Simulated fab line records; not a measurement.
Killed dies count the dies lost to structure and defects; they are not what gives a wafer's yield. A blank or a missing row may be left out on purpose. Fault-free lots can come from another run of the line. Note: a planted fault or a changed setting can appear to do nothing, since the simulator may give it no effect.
fab line records | flow n5_finfet
[record] lots = 10 wafers = 28 last_day = 17
route steps=1938 shown FIN_SAQP@137 FIN_CUT@160 BEOL_M4@1111 PASSIVATION@1936
lots with no fault: from the same line, run without faults
start_h: hours from the record's first day to the start of the lot's first wafer shown | wait_h: time in hours since the lot's previous step | " as in the row above | L1.1+2: a row that stands for several wafers | - no value present, or no start provided | * or withheld: withheld | < > ~ a bound
route shown NAME@n: names a module that has steps shown in the file, with the first one's number in the route | usual: mean and standard deviation over wafers with no fault | same: alike in all rows | chamber/n: place in a boat | sites: each site's reading | _std_site: how widely they spread, as a standard deviation | _edge_site: inner sites' mean taken away from outer sites' mean | radius_mm: how far each site lies from the wafer's centre | mask NAME#n: copy n | behind: the last tool/chamber to shape the wafer | hold: the reason the lot was held/the length of the hold in hours/how it ended | device: transistor that didn't switch, given as n, p or np | end of line: the tests these same wafers got at the end of their route | for a step that has no rows: nothing shown but its recipe | killed: dies lost to structure and defects at the first sort, not the wafer's yield | map: the dies of a wafer, with x for killed, . for not killed, _ for no die there
set.NAME: the run value of the setting; set.NAME@STEP: its run value at that earlier step | model.NAME: the simulator's own value behind a step, which no gauge read
one table for each step of the route and one row for each wafer, over a sample of lots
services: when a tool's chamber went out of use (start_h, in hours from the record's first day, below 0 if earlier), for how many hours, and the reason
[[steps]]
[step N5_FIN_SAQP_RECESS_71]
[recipe] chemistry = HF/NH3 target = SiO2 target_depth_a = 30 afs_cycles = 1 temp_c = 30 sublimation_temp_c = 180 sublimation_time_s = 60
[usual] drypump_motor_current_A = 5.87/0.28
// columns lot.wafer tool chamber start_h wait_h drypump_motor_current_A
L388.2 vapor_etch-02 0 36.84 0.0 5.79
L388.6 " 0 " " 5.82
L390.1 vapor_etch-01 1 48.97 0.0 6.29
L390.3 " 1 " " 6.30
L390.6 " 0 " " 5.49
L392.1 vapor_etch-02 0 60.57 0.0 5.79
L392.4 " 0 " " 5.75
L392.5 " 0 " " 5.77
L394.2 vapor_etch-02 1 72.85 0.0 5.84
L394.4 " 1 " " 5.84
L396.3 vapor_etch-02 0 85.41 0.1 5.77
L396.4 " 1 " " 5.83
L396.5 " 1 " " 5.80
L397.2 vapor_etch-01 1 94.58 0.0 6.30
L397.3 " 1 " " 6.30
L397.6 " 1 " " 6.29
L401.1 vapor_etch-01 0 119.50 0.1 5.59
L401.4 " 1 " " 6.28
L401.6 " 0 " " 5.54
L406.2 vapor_etch-02 1 145.12 0.0 5.83
L406.3 " 1 " " 5.84
L406.5 " 1 " " 5.81
L407.1 vapor_etch-01 0 151.12 0.0 5.55
L407.2 " 1 " " 6.31
L407.4 " 1 " " 6.31
L409.2 vapor_etch-02 0 162.64 0.0 5.79
L409.3 " 0 " " 5.80
L409.6 " 0 " " 5.79
[step N5_FIN_SAQP_CD_MEAS_31]
[recipe] target_cd_nm = 8 landing_energy_ev = 1000 detector = se_inlens polarity = line
[usual] cd_nm = 8.10/0.23
// columns lot.wafer tool chamber start_h wait_h cd_nm
L388.2 cd_sem-01 0 37.51 0.1 7.58
L388.6 " 0 " " 8.51
L390.1 cd_sem-01 0 49.64 0.1 8.40
L390.3 " 0 " " 7.80
L390.6 " 0 " " 8.15
L392.1 cd_sem-02 0 61.31 0.1 7.87
L392.4 " 0 " " 7.96
L392.5 " 0 " " 8.21
L394.2 cd_sem-03 0 73.53 0.1 7.85
L394.4 " 0 " " 8.01
L396.3 cd_sem-02 0 86.06 0.1 7.96
L396.4 " 0 " " 7.98
L396.5 " 0 " " 8.04
L397.2 cd_sem-02 0 95.64 0.1 7.72
L397.3 " 0 " " 8.23
L397.6 " 0 " " 8.03
L401.1 cd_sem-03 0 120.16 0.1 8.07
L401.4 " 0 " " 8.03
L401.6 " 0 " " 8.20
L406.2 cd_sem-02 0 145.85 0.1 8.16
L406.3 " 0 " " 7.98
L406.5 " 0 " " 8.04
L407.1 cd_sem-03 0 151.79 0.1 8.10
L407.2 " 0 " " 8.18
L407.4 " 0 " " 8.08
L409.2 cd_sem-03 0 163.31 0.1 7.86
L409.3 " 0 " " 8.11
L409.6 " 0 " " 8.54
[step N5_FIN_SAQP_HM_CD_35]
[recipe] target_cd_nm = 8 polarity = line
[usual] cd_nm = 8.12/0.25
// columns lot.wafer tool chamber start_h wait_h cd_nm
L388.2 cd_sem-03 - 37.78 0.1 7.40
L388.6 " - " " 8.11
L390.1 cd_sem-02 - 49.90 0.1 8.15
L390.3 " - " " 7.87
L390.6 " - " " 8.10
L392.1 cd_sem-03 - 61.82 0.1 7.82
L392.4 " - " " 8.28
L392.5 " - " " 8.63
L394.2 cd_sem-02 - 73.80 0.1 8.13
L394.4 " - " " 8.17
L396.3 cd_sem-03 - 86.33 0.1 7.85
L396.4 " - " " 7.76
L396.5 " - " " 7.69
L397.2 cd_sem-01 - 96.01 0.1 7.56
L397.3 " - " " 8.39
L397.6 " - " " 7.95
L401.1 cd_sem-01 - 120.43 0.1 8.27
L401.4 " - " " 8.05
L401.6 " - " " 8.32
L406.2 cd_sem-03 - 146.11 0.1 8.28
L406.3 " - " " 8.41
L406.5 " - " " 8.45
L407.1 cd_sem-02 - 152.05 0.1 8.06
L407.2 " - " " 8.44
L407.4 " - " " 8.04
L409.2 cd_sem-03 - 163.57 0.1 7.90
L409.3 " - " " 8.31
L409.6 " - " " 8.37
[step N5_FIN_CUT_EXPOSE_05]
[recipe] mask_id = FIN_CUT na = 0.33 source_shape = annular sigma_inner = 0.35 sigma_outer = 0.8 polarization = unpolarized dose_mj = 45.75
[usual] exposure_dose_mJ_cm2 = 45.73/0.037 focus_offset_nm = 0.0/0.49 reticle_temp_C = 22.96/0.11
[same] sigma_outer = 0.8
// columns lot.wafer tool chamber start_h wait_h mask exposure_dose_mJ_cm2 focus_offset_nm reticle_temp_C
L388.2 euv_scanner-02 0 38.39 - FIN_CUT#0 45.72 -0.3 22.85
L388.6 " 0 " " FIN_CUT#0 45.73 0.3 22.88
L390.1 euv_scanner-01 0 50.39 - FIN_CUT#0 45.71 0.3 22.93
L390.3 " 0 " " FIN_CUT#0 45.74 -0.2 22.87
L390.6 " 0 " " FIN_CUT#0 45.69 0.3 22.99
L392.1 euv_scanner-01 0 62.31 - FIN_CUT#0 45.76 -0.7 23.02
L392.4 " 0 " " FIN_CUT#0 45.75 -0.2 23.05
L392.5 " 0 " " FIN_CUT#0 45.78 -0.4 23.03
L394.2 euv_scanner-02 0 74.42 - FIN_CUT#0 45.67 0.9 22.89
L394.4 " 0 " " FIN_CUT#0 45.66 0.2 22.77
L396.3 euv_scanner-01 0 86.95 - FIN_CUT#0 45.77 -0.7 22.84
L396.4 " 0 " " FIN_CUT#0 45.77 -0.7 22.86
L396.5 " 0 " " FIN_CUT#0 45.72 -0.9 22.95
L397.2 euv_scanner-01 0 96.50 - FIN_CUT#0 45.72 0.4 22.89
L397.3 " 0 " " FIN_CUT#0 45.71 -0.3 22.87
L397.6 " 0 " " FIN_CUT#0 45.65 0.7 23.07
L401.1 euv_scanner-02 0 120.91 - FIN_CUT#0 45.69 -0.1 22.83
L401.4 " 0 " " FIN_CUT#0 45.77 0.1 22.97
L401.6 " 0 " " FIN_CUT#0 45.79 -0.4 22.94
L406.2 euv_scanner-02 0 146.61 - FIN_CUT#0 50.81 0.4 23.01
L406.3 " 0 " " FIN_CUT#0 50.86 -0.3 22.82
L406.5 " 0 " " FIN_CUT#0 50.83 -0.3 23.08
L407.1 euv_scanner-02 0 152.55 - FIN_CUT#0 49.81 0.0 23.03
L407.2 " 0 " " FIN_CUT#0 49.81 -0.6 23.06
L407.4 " 0 " " FIN_CUT#0 49.81 -0.2 23.08
L409.2 euv_scanner-01 0 164.19 - FIN_CUT#0 45.69 0.0 23.01
L409.3 " 0 " " FIN_CUT#0 45.78 0.3 22.94
L409.6 " 0 " " FIN_CUT#0 45.71 0.5 22.79
[step N5_FIN_CUT_CD_MEAS_08]
[recipe] target_cd_nm = 29.1 landing_energy_ev = 500 detector = se_inlens polarity = opening
[usual] cd_nm = 29.13/0.22
// columns lot.wafer tool chamber start_h wait_h cd_nm
L388.2 cd_sem-01 0 38.52 - 29.41
L388.6 " 0 " " 28.96
L390.1 cd_sem-03 0 50.52 - 29.42
L390.3 " 0 " " 29.10
L390.6 " 0 " " 29.33
L392.1 cd_sem-01 0 62.45 - 29.31
L392.4 " 0 " " 29.36
L392.5 " 0 " " 29.40
L394.2 cd_sem-03 0 74.55 - 29.15
L394.4 " 0 " " 29.25
L396.3 cd_sem-02 0 87.07 - 29.08
L396.4 " 0 " " 28.95
L396.5 " 0 " " 29.00
L397.2 cd_sem-03 0 96.63 - 29.14
L397.3 " 0 " " 28.79
L397.6 " 0 " " 29.12
L401.1 cd_sem-01 0 121.05 - 29.17
L401.4 " 0 " " 29.00
L401.6 " 0 " " 28.88
L406.2 cd_sem-01 0 146.73 - 31.12
L406.3 " 0 " " 31.42
L406.5 " 0 " " 30.79
L407.1 cd_sem-02 0 152.68 - 30.46
L407.2 " 0 " " 30.82
L407.4 " 0 " " 30.47
L409.2 cd_sem-02 0 164.32 - 28.98
L409.3 " 0 " " 29.51
L409.6 " 0 " " 29.40
[step N5_BEOL_M4_RC_MEAS_101]
[usual] DIBL_N = 36.3/1.6 DIBL_P = 36.2/2.1 IOFF_N = 0.16/0.031 IOFF_P = 0.21/0.034 ION_N = 673/11 ION_P = 461/7.4 SS_N = 71.6/0.55 SS_P = 73.3/0.66 VT_N = 251/3.2 VT_P = -251/3.5
// columns lot.wafer tool chamber start_h wait_h DIBL_N[mV/V] DIBL_P[mV/V] IOFF_N[nA/um] IOFF_P[nA/um] ION_N[uA/um] ION_P[uA/um] SS_N[mV/dec] SS_P[mV/dec] VT_N[mV] VT_P[mV]
L388.2 prober-02 0 163.25 0.2 33.4 33.4 0.12 0.15 664 452 70.8 72.9 258 -254
L388.6 " 0 " " 35.0 36.1 0.15 0.20 661 453 71.6 73.3 249 -251
L390.1 prober-02 0 185.05 0.0 36.0 35.8 0.14 0.22 661 460 72.0 73.4 255 -250
L390.3 " 0 " " 38.8 39.2 0.20 0.28 679 467 71.9 74.3 249 -244
L390.6 " 0 " " 38.9 39.4 0.19 0.28 675 473 72.2 74.7 248 -244
L392.1 prober-01 0 192.87 0.0 39.4 39.1 0.25 0.27 681 460 72.0 74.2 244 -247
L392.4 " 0 " " 39.9 40.1 0.24 0.28 683 461 72.9 74.2 245 -247
L392.5 " 0 " " 40.0 39.6 0.26 0.28 683 464 72.5 73.5 246 -248
L394.2 prober-01 0 209.78 0.2 34.9 32.9 0.12 0.18 653 457 71.0 73.2 255 -252
L394.4 " 0 " " 35.7 33.0 0.14 0.19 677 462 70.8 72.8 251 -253
L396.3 prober-01 0 211.20 0.3 34.6 34.2 0.14 0.17 675 458 71.9 73.1 252 -255
L396.4 " 0 " " 36.0 36.7 0.18 0.20 683 469 71.6 73.8 249 -251
L396.5 " 0 " " 35.9 36.5 0.17 0.20 694 469 72.3 74.3 249 -252
L397.2 prober-01 0 222.41 0.2 35.0 33.8 0.13 0.17 672 456 70.8 72.5 256 -254
L397.3 " 0 " " 37.7 36.7 0.19 0.21 676 456 72.4 73.1 249 -251
L397.6 " 0 " " 36.8 34.5 0.15 0.18 661 453 71.7 72.5 253 -254
L401.1 prober-02 0 256.65 0.0 36.4 34.9 0.15 0.19 674 457 71.6 72.7 248 -251
L401.4 " 0 " " 34.2 32.6 0.12 0.16 643 451 71.2 71.4 255 -251
L401.6 " 0 " " 34.8 34.5 0.14 0.19 660 459 70.7 73.0 253 -252
L406.2 prober-01 0 273.49 0.2 36.9 37.1 0.16 0.18 670 454 71.6 73.1 251 -258
L406.3 " 0 " " 33.8 33.7 0.11 0.13 662 446 70.9 72.7 256 -262
L406.5 " 0 " " 36.6 37.1 0.16 0.17 682 459 71.5 73.2 249 -258
L407.1 prober-01 0 280.98 0.0 37.6 36.2 0.15 0.19 664 454 72.1 73.3 252 -252
L407.2 " 0 " " 36.8 35.2 0.15 0.19 667 454 71.3 73.0 253 -254
L407.4 " 0 " " 38.1 37.4 0.17 0.21 689 464 71.6 74.0 246 -253
L409.2 prober-01 0 298.01 0.2 37.9 38.5 0.19 0.23 687 466 71.7 74.6 248 -249
L409.3 " 0 " " 39.1 41.1 0.23 0.28 697 472 73.3 74.0 245 -248
L409.6 " 0 " " 39.1 41.7 0.25 0.29 708 478 72.5 74.3 243 -248
[step N5_PASSIVATION_PROBE_49]
[usual] defect_limited_yield = 91.5/1.5 killed_at_M0_to_M3 = 32/9.4 killed_at_M4_up = 12/5.1 killed_at_contacts = 11/7.4 killed_at_front_end = 41/11 killed_at_other = 3.4/2.5 killed_dies = 100/17 killed_open = 65/14 killed_short = 33/7 sort_bin_4_leakage = 0.00/0.01 sort_bin_5_function = 4.9/0.96 sort_bin_6_memory = 3.1/0.7 sort_bin_8_speed = 0.00/0.01 sort_n_pass = 1080/17 sort_yield_pct = 91.5/1.5
[same] gross_dies = 1180 killed_at_back_side = 0
// columns lot.wafer tool chamber start_h wait_h defect_limited_yield[%] killed_at_M0_to_M3 killed_at_M4_up killed_at_contacts killed_at_front_end killed_at_other killed_dies killed_open killed_short sort_bin_4_leakage[%] sort_bin_5_function[%] sort_bin_6_memory[%] sort_bin_8_speed[%] sort_n_pass sort_yield_pct[%]
L390.1 prober-02 - 289.72 0.0 88.5 30 14 7 79 6 136 77 58 0 7.1 3.8 0 1044 88.5
L390.3 prober-02 - 289.82 0.1 89.3 31 16 9 64 6 126 81 43 0 5.7 4.7 0 1054 89.3
L390.6 prober-02 - 289.97 0.3 91.6 27 18 15 33 6 99 65 32 0 5.3 2.7 0 1081 91.6
L397.2 prober-02 - 317.66 0.1 89.7 39 19 20 44 0 122 83 39 0 5.4 4.3 0 1058 89.7
L397.3 prober-02 - 317.71 0.1 90.4 45 14 18 35 1 113 80 33 0 5.2 4.0 0 1067 90.4
L397.6 prober-02 - 317.86 0.3 89.5 44 13 13 54 0 124 85 37 0 5.8 4.7 0 1056 89.5
L406.2 prober-01 - 359.84 0.1 93.0 19 2 8 49 5 83 51 32 0 3.6 3.0 0 1097 93.0
L406.3 prober-01 - 359.89 0.1 92.4 38 6 10 34 2 90 62 26 0 4.7 2.5 0 1090 92.4
L406.5 prober-01 - 359.99 0.2 93.9 31 4 5 31 1 72 47 25 0 3.3 2.7 0 1108 93.9
L407.1 prober-01 - 385.17 0.0 89.5 40 16 17 41 10 124 75 47 0 7.1 3.1 0 1056 89.5
// killed by level:class
L390.1 FIN_SAQP:geometric_particle:open=18 STI_FIN_REVEAL:geometric_particle:open=18 GATE_CUT:geometric_particle:short=16 FIN_SAQP:geometric_particle:short=10 BEOL_M0_SAQP:geometric_particle:open=10 BEOL_M0_SAQP:geometric_particle:short=10 BEOL_M3:geometric_particle:open=5 STI_FIN_REVEAL:geometric_particle:short=5
L390.3 STI_FIN_REVEAL:geometric_particle:open=14 GATE_CUT:geometric_particle:short=14 BEOL_M3:geometric_particle:open=14 FIN_SAQP:geometric_particle:open=11 BEOL_M4:geometric_particle:open=9 BEOL_M0_SAQP:geometric_particle:open=6 DUMMY_GATE:geometric_particle:open=5 GATE_CUT:geometric_particle:open=5
L390.6 MOL_CONTACT_COAG:geometric_particle:open=13 STI_FIN_REVEAL:geometric_particle:open=9 GATE_CUT:geometric_particle:short=8 BEOL_M2:geometric_particle:open=7 BEOL_M3:geometric_particle:open=6 BEOL_M5:geometric_particle:short=5 STI_FIN_REVEAL:geometric_particle:short=5 BEOL_M0_SAQP:geometric_particle:open=5
L397.2 MOL_CONTACT_COAG:geometric_particle:open=14 STI_FIN_REVEAL:geometric_particle:open=9 BEOL_M0_SAQP:geometric_particle:short=7 BEOL_M2:geometric_particle:open=7 BEOL_M4:geometric_particle:open=7 DUMMY_GATE:geometric_particle:open=6 MOL_CONTACT_COAG:geometric_particle:short=6 FIN_SAQP:geometric_particle:short=5
L397.3 MOL_CONTACT_COAG:geometric_particle:open=15 BEOL_M3:geometric_particle:open=12 BEOL_M1:geometric_particle:open=11 FIN_SAQP:geometric_particle:open=10 STI_FIN_REVEAL:geometric_particle:open=8 BEOL_M0_SAQP:geometric_particle:short=5 BEOL_M0_SAQP:geometric_particle:open=5 BEOL_M1:geometric_particle:short=5
L397.6 FIN_SAQP:geometric_particle:open=13 MOL_CONTACT_COAG:geometric_particle:open=13 BEOL_M1:geometric_particle:open=11 BEOL_M1:geometric_particle:short=8 STI_FIN_REVEAL:geometric_particle:open=7 ILD0:geometric_particle:open=7 BEOL_M0_SAQP:geometric_particle:short=7 BEOL_M2:geometric_particle:open=5
L406.2 STI_FIN_REVEAL:geometric_particle:open=9 GATE_CUT:geometric_particle:short=9 MOL_CONTACT_COAG:geometric_particle:open=8 BEOL_M2:geometric_particle:open=7 FIN_SAQP:geometric_particle:open=6 BEOL_M0_SAQP:geometric_particle:short=6 BEOL_M0_SAQP:geometric_particle:open=5 FIN_SAQP:geometric_particle:short=4
L406.3 BEOL_M2:geometric_particle:open=15 STI_FIN_REVEAL:geometric_particle:open=8 MOL_CONTACT_COAG:geometric_particle:open=6 BEOL_M1:geometric_particle:open=5 BEOL_M1:geometric_particle:short=5 FIN_SAQP:geometric_particle:short=4 SPACER0:geometric_particle:open=4 GATE_CUT:geometric_particle:short=4
L406.5 FIN_SAQP:geometric_particle:open=8 BEOL_M0_SAQP:geometric_particle:open=8 BEOL_M3:geometric_particle:open=7 BEOL_M2:geometric_particle:open=6 GATE_CUT:geometric_particle:short=5 MOL_CONTACT_COAG:geometric_particle:open=4 FIN_SAQP:geometric_particle:short=3 STI_FIN_REVEAL:geometric_particle:open=3
L407.1 BEOL_M0_SAQP:geometric_particle:short=16 MOL_CONTACT_COAG:geometric_particle:open=13 BEOL_M0_SAQP:geometric_particle:open=10 STI_FIN_REVEAL:geometric_particle:open=7 FIN_SAQP:geometric_particle:short=6 FIN_SAQP:geometric_particle:open=6 DUMMY_GATE:geometric_particle:open=5 BEOL_M3:geometric_particle:open=5
[[services]]
// columns tool chamber start_h hours kind
euv_scanner-02 - 17.15 1.1 repair
euv_scanner-01 - 18.20 1.0 pm
euv_scanner-02 0 52.79 - calibration
euv_scanner-02 - 67.41 1.0 pm
euv_scanner-01 - 73.45 1.0 pm
euv_scanner-01 - 79.19 7.4 repair
euv_scanner-02 - 88.99 4.6 pm
euv_scanner-01 - 90.89 0.8 repair
euv_scanner-01 0 105.75 - calibration
euv_scanner-01 - 114.11 0.6 repair
euv_scanner-02 - 123.56 1.0 pm
euv_scanner-01 - 129.62 1.0 pm
euv_scanner-01 - 136.53 4.6 pm
[[key]]
[first_sign] step = N5_FIN_CUT_EXPOSE_05 reading = exposure_dose_mJ_cm2 direction = up sigmas = 99+ usual = 45.73 struck = 50.32
[effect] step = N5_FIN_CUT_CD_MEAS_08 reading = cd_nm direction = up sigmas = 7.9 usual = 29.13 struck = 30.85 through = control_loop
met_at N5_FIN_CUT_EXPOSE_05
struck_lots L406,L407
[loop_trim] step = N5_FIN_CUT_EXPOSE_05 setting = dose lots = L407
not_acting_at N5_FIN_SAQP_RECESS_71,N5_FIN_SAQP_CD_MEAS_31,N5_FIN_SAQP_HM_CD_35
onset_between 120.91 146.61
[fault] kind = process_parameter_drift tool = euv_scanner-02 chamber = - onset_h = 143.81 steps = N5_FIN_CUT_EXPOSE_05 channel = dose_mj offset = 5.1226 shape = step acts_in = these_recipes_only stated = 45.75
// loop_trim: a control loop set the setting to another value than it would have without faults
